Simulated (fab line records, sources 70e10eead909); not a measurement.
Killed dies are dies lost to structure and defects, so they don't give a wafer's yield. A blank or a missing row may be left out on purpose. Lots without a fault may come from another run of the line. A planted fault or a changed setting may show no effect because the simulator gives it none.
Chamber matching | flow nand_harc | NHARC_P_M0_DEP_32 on pecvd-03: 3 sister chambers
The step deposits SiCN, target thk 30 nm. 3 wafers are shown with their chamber, then 11 later ones without.

WAFERS WITH THEIR CHAMBER
wafer  | chamber | heater_power_w (W)
L087.5 | 1       | 627
L087.6 | 2       | 533
L088.1 | 0       | 596

WAFERS WITHOUT THEIR CHAMBER
wafer  | heater_power_w (W)
L088.5 | 549
L088.6 | 582
L089.1 | 621
L089.3 | 512
L089.6 | 522
L093.2 | 610
L093.4 | 523
L093.5 | 494
L097.1 | 541
L097.4 | 529
L097.5 | 557

WHICH CHAMBER EACH WENT THROUGH
wafer  | from the rows above          | in truth
L088.5 | can't be placed: 2 or 0      | 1
L088.6 | can't be placed: 0 or 1 or 2 | 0
L089.1 | can't be placed: 1 or 0      | 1
L089.3 | 2                            | 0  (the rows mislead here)
L089.6 | 2                            | 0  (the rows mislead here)
L093.2 | can't be placed: 0 or 1      | 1
L093.4 | 2                            | 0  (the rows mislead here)
L093.5 | 2                            | 2
L097.1 | 2                            | 2
L097.4 | 2                            | 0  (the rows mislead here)
L097.5 | can't be placed: 2 or 0      | 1
Placed correctly: 2 of 11. Can't be placed from these rows: 5 (the true chamber is among the candidates in 3). Placed wrongly: 4.
How it was worked out, from the rows above alone: a wafer's distance from a chamber is the root of the sum, over the readings, of the square of ((its reading less the chamber's mean) divided by the reading's scatter). The wafer belongs to the nearest chamber; if the next one is less than 2 further off, it can't be placed. A chamber's mean is the mean of its shown wafers. The scatter: with one shown wafer a chamber, the root of the mean of the squares of how far each hidden wafer lies from its nearest shown one.
